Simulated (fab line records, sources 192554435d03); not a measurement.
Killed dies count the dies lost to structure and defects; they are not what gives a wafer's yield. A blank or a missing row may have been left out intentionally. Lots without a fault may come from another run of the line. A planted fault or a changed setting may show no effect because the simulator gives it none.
Matching of chambers :: flow n5_finfet :: 4 sister chambers for N5_HKMG_FIN_NWFM_ALD_20 on ald_metal-02
The step deposits TiAlC, target thk 2 nm, pulse time 3 s, purge time 2 s. 8 wafers are shown with their chamber, then 10 later ones without.

EACH WAFER AND ITS CHAMBER
wafer: L081.5
chamber: 2
heater_power_w (W): 514
precursor_pulse_height_rel: 1.015

wafer: L083.2
chamber: 0
heater_power_w (W): 485
precursor_pulse_height_rel: 1.013

wafer: L085.3
chamber: 0
heater_power_w (W): 475
precursor_pulse_height_rel: 1.022

wafer: L087.2
chamber: 1
heater_power_w (W): 477
precursor_pulse_height_rel: 0.961

wafer: L087.4
chamber: 3
heater_power_w (W): 541
precursor_pulse_height_rel: 0.977

wafer: L087.5
chamber: 1
heater_power_w (W): 460
precursor_pulse_height_rel: 1.030

wafer: L090.2
chamber: 3
heater_power_w (W): 550
precursor_pulse_height_rel: 1.002

wafer: L090.3
chamber: 2
heater_power_w (W): 501
precursor_pulse_height_rel: 0.980

WAFERS WITH NO CHAMBER GIVEN
wafer: L090.4
heater_power_w (W): 466
precursor_pulse_height_rel: 0.987

wafer: L091.1
heater_power_w (W): 459
precursor_pulse_height_rel: 1.022

wafer: L091.3
heater_power_w (W): 459
precursor_pulse_height_rel: 0.998

wafer: L091.6
heater_power_w (W): 514
precursor_pulse_height_rel: 0.996

wafer: L094.1
heater_power_w (W): 544
precursor_pulse_height_rel: 0.991

wafer: L094.2
heater_power_w (W): 464
precursor_pulse_height_rel: 1.038

wafer: L094.3
heater_power_w (W): 508
precursor_pulse_height_rel: 1.021

wafer: L095.2
heater_power_w (W): 478
precursor_pulse_height_rel: 0.965

wafer: L095.3
heater_power_w (W): 554
precursor_pulse_height_rel: 1.026

wafer: L095.6
heater_power_w (W): 467
precursor_pulse_height_rel: 0.997

CHAMBER TAKEN BY EACH
wafer: L090.4
from the rows above: can't be placed: 1 or 0
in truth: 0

wafer: L091.1
from the rows above: can't be placed: 1 or 0
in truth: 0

wafer: L091.3
from the rows above: can't be placed: 1 or 0
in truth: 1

wafer: L091.6
from the rows above: 2
in truth: 2

wafer: L094.1
from the rows above: 3
in truth: 3

wafer: L094.2
from the rows above: can't be placed: 1 or 0
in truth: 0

wafer: L094.3
from the rows above: 2
in truth: 2

wafer: L095.2
from the rows above: can't be placed: 1 or 0 or 2
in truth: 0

wafer: L095.3
from the rows above: 3
in truth: 3

wafer: L095.6
from the rows above: can't be placed: 1 or 0
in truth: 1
Correctly placed: 4 of 10. Not placeable from these rows: 6 (in 6, the candidates include the true chamber). 0 placed wrongly.
How it was worked out, from the rows above alone: a wafer's distance from a chamber is the root of the sum, over the readings, of the square of ((its reading less the chamber's mean) divided by the reading's scatter). If the next closest chamber is less than 2 further off than the closest, the wafer can't be placed; otherwise it belongs to the closest. For every chamber, the mean is computed from those of its wafers that are shown. How the scatter is found: for the shown wafers, subtract from each reading the mean of its chamber, square and add these, divide the total by (wafers less chambers), then take the root.
